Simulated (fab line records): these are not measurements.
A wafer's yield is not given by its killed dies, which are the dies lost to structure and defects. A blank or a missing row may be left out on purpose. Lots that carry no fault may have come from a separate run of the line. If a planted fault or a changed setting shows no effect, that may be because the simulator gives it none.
Which tool did it? || flow n5_finfet || 8 lots, 24 wafers sampled, at 5 steps of a route of 1938

WHAT THE GAUGES READ, wafer by wafer
N5_HKMG_FIN_THK_MEAS_70: measures by xrf. Usual: for HK_THK the level is 1.559 nm and the standard deviation is 0.019.
{"lot": "L914", "measured": "day 4 16:14", "on": "film_metro-02", "HK_THK (nm)": "1.555 1.566 1.578", "flag": ""}
{"lot": "L918", "measured": "day 5 18:00", "on": "film_metro-02", "HK_THK (nm)": "1.583 1.551 1.538", "flag": ""}
{"lot": "L920", "measured": "day 6 04:34", "on": "film_metro-01", "HK_THK (nm)": "1.564 1.553 1.561", "flag": ""}
{"lot": "L922", "measured": "day 6 20:56", "on": "film_metro-02", "HK_THK (nm)": "1.526 1.562 1.552", "flag": ""}
{"lot": "L928", "measured": "day 8 08:35", "on": "film_metro-02", "HK_THK (nm)": "1.548 1.565 1.570", "flag": ""}
{"lot": "L932", "measured": "day 9 04:31", "on": "film_metro-01", "HK_THK (nm)": "1.579 1.567 1.574", "flag": ""}
{"lot": "L934", "measured": "day 9 15:04", "on": "film_metro-01", "HK_THK (nm)": "1.553 1.543 1.549", "flag": ""}
{"lot": "L935", "measured": "day 9 21:20", "on": "film_metro-01", "HK_THK (nm)": "1.569 1.560 1.561", "flag": ""}

N5_BEOL_M4_RC_MEAS_101. Usual: DIBL_N 36.0 mV/V, standard deviation 1.7; DIBL_P 35.8 mV/V, standard deviation 2; IOFF_N 0.15 nA/um, standard deviation 0.03; IOFF_P 0.20 nA/um, standard deviation 0.037; IOFF_P_85C 3.5 nA/um, standard deviation 0.53; IOFF_P_LIN 0.097 nA/um, standard deviation 0.014; IOFF_P_LONG 0.000104 nA/um, standard deviation 8.6e-06; ION_N 670 uA/um, standard deviation 12; ION_P 460 uA/um, standard deviation 7.2; SS_N 71.5 mV/dec, standard deviation 0.68; SS_P 73.2 mV/dec, standard deviation 0.65; VT_N 250 mV, standard deviation 3.1; VT_P -251 mV, standard deviation 3.4; VT_P_LONG -275.3 mV, standard deviation 3; VT_P_LVT -99.1 mV, standard deviation 2.8.
{"lot": "L914", "measured": "day 8 12:48", "on": "prober-01", "DIBL_N (mV/V)": "34.3 35.8 36.6", "DIBL_P (mV/V)": "33.3 34.4 34.3", "IOFF_N (nA/um)": "0.12 0.15 0.15", "IOFF_P (nA/um)": "0.16 0.17 0.16", "IOFF_P_85C (nA/um)": "2.9 3.1 2.9", "IOFF_P_LIN (nA/um)": "0.081 0.086 0.079", "IOFF_P_LONG (nA/um)": "0.000103 9.9e-05 9.9e-05", "ION_N (uA/um)": "668 677 646", "ION_P (uA/um)": "456 457 440", "SS_N (mV/dec)": "71.9 72.1 72.3", "SS_P (mV/dec)": "72.0 72.7 72.8", "VT_N (mV)": "251 247 252", "VT_P (mV)": "-252 -253 -253", "VT_P_LONG (mV)": "-276.7 -277.4 -276.9", "VT_P_LVT (mV)": "-101.2 -100.1 -102.5", "flag": ""}
{"lot": "L918", "measured": "day 9 08:45", "on": "prober-01", "DIBL_N (mV/V)": "36.3 34.4 39.2", "DIBL_P (mV/V)": "37.4 36.1 40.2", "IOFF_N (nA/um)": "0.15 0.13 0.20", "IOFF_P (nA/um)": "0.08 0.18 0.27", "IOFF_P_85C (nA/um)": "1.7 3.1 4.4", "IOFF_P_LIN (nA/um)": "0.040 0.090 0.117", "IOFF_P_LONG (nA/um)": "6.2e-05 0.000109 0.000107", "ION_N (uA/um)": "654 663 669", "ION_P (uA/um)": "411 460 455", "SS_N (mV/dec)": "70.6 71.2 73.0", "SS_P (mV/dec)": "73.9 73.1 74.0", "VT_N (mV)": "248 252 246", "VT_P (mV)": "-277 -251 -251", "VT_P_LONG (mV)": "-300.6 -274.9 -276.5", "VT_P_LVT (mV)": "-124.8 -101.1 -95.9", "flag": ""}
{"lot": "L920", "measured": "day 10 03:45", "on": "prober-01", "DIBL_N (mV/V)": "37.8 40.1 37.4", "DIBL_P (mV/V)": "37.9 41.5 36.9", "IOFF_N (nA/um)": "0.17 0.24 0.17", "IOFF_P (nA/um)": "0.24 0.30 0.21", "IOFF_P_85C (nA/um)": "4.1 5.0 3.6", "IOFF_P_LIN (nA/um)": "0.116 0.134 0.102", "IOFF_P_LONG (nA/um)": "0.000113 0.00011 0.000106", "ION_N (uA/um)": "666 692 683", "ION_P (uA/um)": "464 474 464", "SS_N (mV/dec)": "72.3 72.6 72.0", "SS_P (mV/dec)": "73.3 74.2 73.6", "VT_N (mV)": "249 244 252", "VT_P (mV)": "-248 -246 -249", "VT_P_LONG (mV)": "-274.7 -274.7 -274.1", "VT_P_LVT (mV)": "-97.3 -94.3 -99.2", "flag": ""}
{"lot": "L922", "measured": "day 10 21:30", "on": "prober-01", "DIBL_N (mV/V)": "37.7 36.0 34.8", "DIBL_P (mV/V)": "38.1 35.1 33.7", "IOFF_N (nA/um)": "0.19 0.15 0.13", "IOFF_P (nA/um)": "0.11 0.21 0.18", "IOFF_P_85C (nA/um)": "2.1 3.6 3.2", "IOFF_P_LIN (nA/um)": "0.051 0.102 0.092", "IOFF_P_LONG (nA/um)": "7.3e-05 0.000101 0.00011", "ION_N (uA/um)": "687 656 678", "ION_P (uA/um)": "437 455 462", "SS_N (mV/dec)": "71.5 71.8 71.3", "SS_P (mV/dec)": "73.5 72.4 73.1", "VT_N (mV)": "248 249 251", "VT_P (mV)": "-269 -249 -249", "VT_P_LONG (mV)": "-297.1 -272.7 -272.9", "VT_P_LVT (mV)": "-117.1 -97.0 -99.0", "flag": ""}
{"lot": "L928", "measured": "day 12 02:13", "on": "prober-01", "DIBL_N (mV/V)": "36.8 33.2 35.1", "DIBL_P (mV/V)": "35.9 33.4 33.8", "IOFF_N (nA/um)": "0.17 0.12 0.14", "IOFF_P (nA/um)": "0.19 0.16 0.16", "IOFF_P_85C (nA/um)": "3.5 2.9 2.9", "IOFF_P_LIN (nA/um)": "0.094 0.083 0.082", "IOFF_P_LONG (nA/um)": "9.9e-05 0.000101 9.1e-05", "ION_N (uA/um)": "682 677 665", "ION_P (uA/um)": "462 466 451", "SS_N (mV/dec)": "71.5 70.2 71.2", "SS_P (mV/dec)": "73.5 72.4 73.3", "VT_N (mV)": "247 252 254", "VT_P (mV)": "-251 -254 -257", "VT_P_LONG (mV)": "-279.1 -277.5 -277.9", "VT_P_LVT (mV)": "-98.3 -99.3 -101.1", "flag": ""}
{"lot": "L932", "measured": "day 13 11:05", "on": "prober-02", "DIBL_N (mV/V)": "34.7 37.6 34.3", "DIBL_P (mV/V)": "33.9 37.7 33.2", "IOFF_N (nA/um)": "0.13 0.17 0.12", "IOFF_P (nA/um)": "0.18 0.24 0.17", "IOFF_P_85C (nA/um)": "3.2 4.0 3.0", "IOFF_P_LIN (nA/um)": "0.088 0.106 0.081", "IOFF_P_LONG (nA/um)": "9.9e-05 0.000102 0.000101", "ION_N (uA/um)": "664 684 653", "ION_P (uA/um)": "454 467 452", "SS_N (mV/dec)": "70.7 71.3 70.4", "SS_P (mV/dec)": "73.4 73.3 72.3", "VT_N (mV)": "252 249 250", "VT_P (mV)": "-249 -249 -254", "VT_P_LONG (mV)": "-274.7 -275.0 -274.6", "VT_P_LVT (mV)": "-101.2 -98.5 -102.9", "flag": ""}
{"lot": "L934", "measured": "day 13 17:25", "on": "prober-02", "DIBL_N (mV/V)": "34.7 35.7 37.3", "DIBL_P (mV/V)": "33.1 35.3 35.7", "IOFF_N (nA/um)": "0.14 0.15 0.17", "IOFF_P (nA/um)": "0.17 0.20 0.21", "IOFF_P_85C (nA/um)": "3.0 3.4 3.7", "IOFF_P_LIN (nA/um)": "0.087 0.098 0.103", "IOFF_P_LONG (nA/um)": "0.000115 0.000105 0.000109", "ION_N (uA/um)": "671 684 665", "ION_P (uA/um)": "462 465 457", "SS_N (mV/dec)": "71.1 70.8 71.3", "SS_P (mV/dec)": "72.5 73.3 72.6", "VT_N (mV)": "248 247 248", "VT_P (mV)": "-253 -252 -250", "VT_P_LONG (mV)": "-274.2 -272.9 -270.5", "VT_P_LVT (mV)": "-99.1 -96.7 -96.7", "flag": ""}
{"lot": "L935", "measured": "day 14 05:07", "on": "prober-02", "DIBL_N (mV/V)": "36.1 32.9 36.1", "DIBL_P (mV/V)": "37.4 33.9 37.3", "IOFF_N (nA/um)": "0.16 0.12 0.16", "IOFF_P (nA/um)": "0.21 0.17 0.20", "IOFF_P_85C (nA/um)": "3.6 3.1 3.5", "IOFF_P_LIN (nA/um)": "0.095 0.083 0.092", "IOFF_P_LONG (nA/um)": "9.1e-05 9.1e-05 9.2e-05", "ION_N (uA/um)": "685 672 681", "ION_P (uA/um)": "467 457 460", "SS_N (mV/dec)": "71.8 70.4 71.1", "SS_P (mV/dec)": "73.0 72.3 73.9", "VT_N (mV)": "251 252 249", "VT_P (mV)": "-252 -252 -253", "VT_P_LONG (mV)": "-279.2 -277.0 -277.9", "VT_P_LVT (mV)": "-100.3 -102.9 -102.8", "flag": ""}

WHAT TOOL EACH LOT RAN ON (gives the tool, then ch and the chambers of the sampled wafers, and finally the start)
{"lot": "L914", "N5_HKMG_FIN_DESCUM_53": "rie_diel-04 ch 1,2, day 4 13:47", "N5_HKMG_FIN_ETCH_58": "rie_diel-04 ch 1,2, day 4 14:06", "N5_HKMG_FIN_PWFM_ALD_03": "ald_metal-03 ch 0,1,3, day 4 16:16"}
{"lot": "L918", "N5_HKMG_FIN_DESCUM_53": "rie_diel-02 ch 2,3, day 5 15:31", "N5_HKMG_FIN_ETCH_58": "rie_diel-02 ch 2,3, day 5 15:49", "N5_HKMG_FIN_PWFM_ALD_03": "ald_metal-03 ch 1,2,3, day 5 18:02"}
{"lot": "L920", "N5_HKMG_FIN_DESCUM_53": "rie_diel-02 ch 0,1,2, day 6 02:09", "N5_HKMG_FIN_ETCH_58": "rie_diel-02 ch 0,1,2, day 6 02:27", "N5_HKMG_FIN_PWFM_ALD_03": "ald_metal-01 ch 0,1,3, day 6 04:37"}
{"lot": "L922", "N5_HKMG_FIN_DESCUM_53": "rie_diel-04 ch 0,1,3, day 6 18:26", "N5_HKMG_FIN_ETCH_58": "rie_diel-04 ch 0,1,3, day 6 18:44", "N5_HKMG_FIN_PWFM_ALD_03": "ald_metal-03 ch 0,2,3, day 6 20:58"}
{"lot": "L928", "N5_HKMG_FIN_DESCUM_53": "rie_diel-04 ch 0,1,3, day 8 06:08", "N5_HKMG_FIN_ETCH_58": "rie_diel-04 ch 0,1,3, day 8 06:26", "N5_HKMG_FIN_PWFM_ALD_03": "ald_metal-01 ch 0,2, day 8 08:37"}
{"lot": "L932", "N5_HKMG_FIN_DESCUM_53": "rie_diel-02 ch 0,1,3, day 9 01:46", "N5_HKMG_FIN_ETCH_58": "rie_diel-02 ch 0,1,3, day 9 02:04", "N5_HKMG_FIN_PWFM_ALD_03": "ald_metal-03 ch 1,2, day 9 04:34"}
{"lot": "L934", "N5_HKMG_FIN_DESCUM_53": "rie_diel-04 ch 0,2,3, day 9 12:23", "N5_HKMG_FIN_ETCH_58": "rie_diel-04 ch 0,2,3, day 9 12:41", "N5_HKMG_FIN_PWFM_ALD_03": "ald_metal-03 ch 1,3, day 9 15:06"}
{"lot": "L935", "N5_HKMG_FIN_DESCUM_53": "rie_diel-04 ch 0,2,3, day 9 18:41", "N5_HKMG_FIN_ETCH_58": "rie_diel-04 ch 0,2,3, day 9 18:59", "N5_HKMG_FIN_PWFM_ALD_03": "ald_metal-04 ch 0,1,3, day 9 21:22"}
- N5_HKMG_FIN_DESCUM_53: chemistry O2, time 7.9 s.
- N5_HKMG_FIN_ETCH_58: etches SOC in N2/H2, target depth 215.8 nm, time 741 s.
- N5_HKMG_FIN_PWFM_ALD_03: deposits TiN, target thk 2 nm, pulse time 1 s, purge time 3 s.

AS READ BY THE TOOLS THEMSELVES (means over the sampled wafers that have a number; for cases with no such wafer, the mark the record gives instead)
N5_HKMG_FIN_DESCUM_53. Usual: chamber_pressure_mTorr 20.000 mTorr, standard deviation 0.019; drypump_motor_current_A 5.8 A, standard deviation 0.35; oes_product_au 0.78 a.u., standard deviation 0.088; rf_vpp_V 243.1 V, standard deviation 1.4; showerhead_plenum_p_Torr 2.09 Torr, standard deviation 0.077; throttle_valve_pct 20.33 %, standard deviation 0.2.
{"lot": "L914", "tool": "rie_diel-04", "chamber_pressure_mTorr (mTorr)": 20.010, "drypump_motor_current_A (A)": 6.1, "oes_product_au (a.u.)": 0.74, "rf_vpp_V (V)": 244.4, "showerhead_plenum_p_Torr (Torr)": 2.13, "throttle_valve_pct (%)": 20.52, "flag": ""}
{"lot": "L918", "tool": "rie_diel-02", "chamber_pressure_mTorr (mTorr)": 20.005, "drypump_motor_current_A (A)": 6.0, "oes_product_au (a.u.)": 0.75, "rf_vpp_V (V)": 242.7, "showerhead_plenum_p_Torr (Torr)": 2.05, "throttle_valve_pct (%)": 20.25, "flag": ""}
{"lot": "L920", "tool": "rie_diel-02", "chamber_pressure_mTorr (mTorr)": 20.004, "drypump_motor_current_A (A)": 5.8, "oes_product_au (a.u.)": 0.79, "rf_vpp_V (V)": 241.4, "showerhead_plenum_p_Torr (Torr)": 2.04, "throttle_valve_pct (%)": 20.35, "flag": ""}
{"lot": "L922", "tool": "rie_diel-04", "chamber_pressure_mTorr (mTorr)": 19.994, "drypump_motor_current_A (A)": 5.6, "oes_product_au (a.u.)": 0.85, "rf_vpp_V (V)": 243.4, "showerhead_plenum_p_Torr (Torr)": 2.15, "throttle_valve_pct (%)": 20.18, "flag": ""}
{"lot": "L928", "tool": "rie_diel-04", "chamber_pressure_mTorr (mTorr)": 20.022, "drypump_motor_current_A (A)": 5.6, "oes_product_au (a.u.)": 0.83, "rf_vpp_V (V)": 244.6, "showerhead_plenum_p_Torr (Torr)": 2.15, "throttle_valve_pct (%)": 20.19, "flag": ""}
{"lot": "L932", "tool": "rie_diel-02", "chamber_pressure_mTorr (mTorr)": 19.991, "drypump_motor_current_A (A)": 5.9, "oes_product_au (a.u.)": 0.76, "rf_vpp_V (V)": 242.7, "showerhead_plenum_p_Torr (Torr)": 2.08, "throttle_valve_pct (%)": 20.28, "flag": ""}
{"lot": "L934", "tool": "rie_diel-04", "chamber_pressure_mTorr (mTorr)": 19.976, "drypump_motor_current_A (A)": 5.8, "oes_product_au (a.u.)": 0.80, "rf_vpp_V (V)": 243.1, "showerhead_plenum_p_Torr (Torr)": 2.10, "throttle_valve_pct (%)": 20.30, "flag": ""}
{"lot": "L935", "tool": "rie_diel-04", "chamber_pressure_mTorr (mTorr)": 20.009, "drypump_motor_current_A (A)": 5.8, "oes_product_au (a.u.)": 0.80, "rf_vpp_V (V)": 243.5, "showerhead_plenum_p_Torr (Torr)": 2.10, "throttle_valve_pct (%)": 20.31, "flag": ""}

N5_HKMG_FIN_ETCH_58. Usual: chamber_pressure_mTorr is 30.001 mTorr with standard deviation 0.027, drypump_motor_current_A is 5.8 A with standard deviation 0.35, n2_flow_sccm is 200.0 sccm with standard deviation 0.58, oes_product_au is 0.78 a.u. with standard deviation 0.087, rf_vpp_V is 99.1 V with standard deviation 0.91, showerhead_plenum_p_Torr is 2.54 Torr with standard deviation 0.088, and throttle_valve_pct is 17.74 % with standard deviation 0.2.
{"lot": "L914", "tool": "rie_diel-04", "chamber_pressure_mTorr (mTorr)": 30.006, "drypump_motor_current_A (A)": 6.1, "n2_flow_sccm (sccm)": 199.9, "oes_product_au (a.u.)": 0.74, "rf_vpp_V (V)": 98.4, "showerhead_plenum_p_Torr (Torr)": 2.56, "throttle_valve_pct (%)": 17.85, "flag": ""}
{"lot": "L918", "tool": "rie_diel-02", "chamber_pressure_mTorr (mTorr)": 30.008, "drypump_motor_current_A (A)": 6.0, "n2_flow_sccm (sccm)": 200.3, "oes_product_au (a.u.)": 0.75, "rf_vpp_V (V)": 99.3, "showerhead_plenum_p_Torr (Torr)": 2.52, "throttle_valve_pct (%)": 17.82, "flag": ""}
{"lot": "L920", "tool": "rie_diel-02", "chamber_pressure_mTorr (mTorr)": 29.988, "drypump_motor_current_A (A)": 5.8, "n2_flow_sccm (sccm)": 200.4, "oes_product_au (a.u.)": 0.81, "rf_vpp_V (V)": 99.2, "showerhead_plenum_p_Torr (Torr)": 2.48, "throttle_valve_pct (%)": 17.75, "flag": ""}
{"lot": "L922", "tool": "rie_diel-04", "chamber_pressure_mTorr (mTorr)": 29.996, "drypump_motor_current_A (A)": 5.6, "n2_flow_sccm (sccm)": 200.1, "oes_product_au (a.u.)": 0.86, "rf_vpp_V (V)": 99.9, "showerhead_plenum_p_Torr (Torr)": 2.61, "throttle_valve_pct (%)": 17.55, "flag": ""}
{"lot": "L928", "tool": "rie_diel-04", "chamber_pressure_mTorr (mTorr)": 29.993, "drypump_motor_current_A (A)": 5.6, "n2_flow_sccm (sccm)": 200.5, "oes_product_au (a.u.)": 0.83, "rf_vpp_V (V)": 99.5, "showerhead_plenum_p_Torr (Torr)": 2.60, "throttle_valve_pct (%)": 17.57, "flag": ""}
{"lot": "L932", "tool": "rie_diel-02", "chamber_pressure_mTorr (mTorr)": 30.018, "drypump_motor_current_A (A)": 5.9, "n2_flow_sccm (sccm)": 199.3, "oes_product_au (a.u.)": 0.75, "rf_vpp_V (V)": 99.0, "showerhead_plenum_p_Torr (Torr)": 2.53, "throttle_valve_pct (%)": 17.67, "flag": ""}
{"lot": "L934", "tool": "rie_diel-04", "chamber_pressure_mTorr (mTorr)": 30.029, "drypump_motor_current_A (A)": 5.8, "n2_flow_sccm (sccm)": 199.5, "oes_product_au (a.u.)": 0.81, "rf_vpp_V (V)": 99.6, "showerhead_plenum_p_Torr (Torr)": 2.55, "throttle_valve_pct (%)": 17.65, "flag": ""}
{"lot": "L935", "tool": "rie_diel-04", "chamber_pressure_mTorr (mTorr)": 29.991, "drypump_motor_current_A (A)": 5.8, "n2_flow_sccm (sccm)": 200.0, "oes_product_au (a.u.)": 0.80, "rf_vpp_V (V)": 99.7, "showerhead_plenum_p_Torr (Torr)": 2.55, "throttle_valve_pct (%)": 17.65, "flag": ""}

N5_HKMG_FIN_PWFM_ALD_03. Usual: heater_power_w 911 W, standard deviation 100; precursor_pulse_height_rel 0.998, standard deviation 0.019.
{"lot": "L914", "tool": "ald_metal-03", "heater_power_w (W)": 992, "precursor_pulse_height_rel": 1.016, "flag": ""}
{"lot": "L918", "tool": "ald_metal-03", "heater_power_w (W)": 896, "precursor_pulse_height_rel": 0.995, "flag": ""}
{"lot": "L920", "tool": "ald_metal-01", "heater_power_w (W)": 848, "precursor_pulse_height_rel": 1.000, "flag": ""}
{"lot": "L922", "tool": "ald_metal-03", "heater_power_w (W)": 964, "precursor_pulse_height_rel": 0.999, "flag": ""}
{"lot": "L928", "tool": "ald_metal-01", "heater_power_w (W)": 899, "precursor_pulse_height_rel": 0.995, "flag": ""}
{"lot": "L932", "tool": "ald_metal-03", "heater_power_w (W)": 864, "precursor_pulse_height_rel": 0.984, "flag": ""}
{"lot": "L934", "tool": "ald_metal-03", "heater_power_w (W)": 962, "precursor_pulse_height_rel": 1.004, "flag": ""}
{"lot": "L935", "tool": "ald_metal-04", "heater_power_w (W)": 878, "precursor_pulse_height_rel": 1.001, "flag": ""}

THE ANSWER, worked out from the rows above alone
Rule: take the mean of a lot's wafers that have a number; if it is more than 3 standard deviations from the usual mean, the lot is off. A lot without any number at a reading at which 4 lots or more have one is off too. Any other lot the step has rows for is counted as sound. Order of review: gauges by route order, followed by the tools' own readings, for which a lot's mean as printed above is used. At the first step where some lot is off, the reading lying furthest off is the one used; lots without a number count as furthest.
None of the lots is off at any reading shown; this tells nothing.

WHAT THE SIMULATOR PUT IN
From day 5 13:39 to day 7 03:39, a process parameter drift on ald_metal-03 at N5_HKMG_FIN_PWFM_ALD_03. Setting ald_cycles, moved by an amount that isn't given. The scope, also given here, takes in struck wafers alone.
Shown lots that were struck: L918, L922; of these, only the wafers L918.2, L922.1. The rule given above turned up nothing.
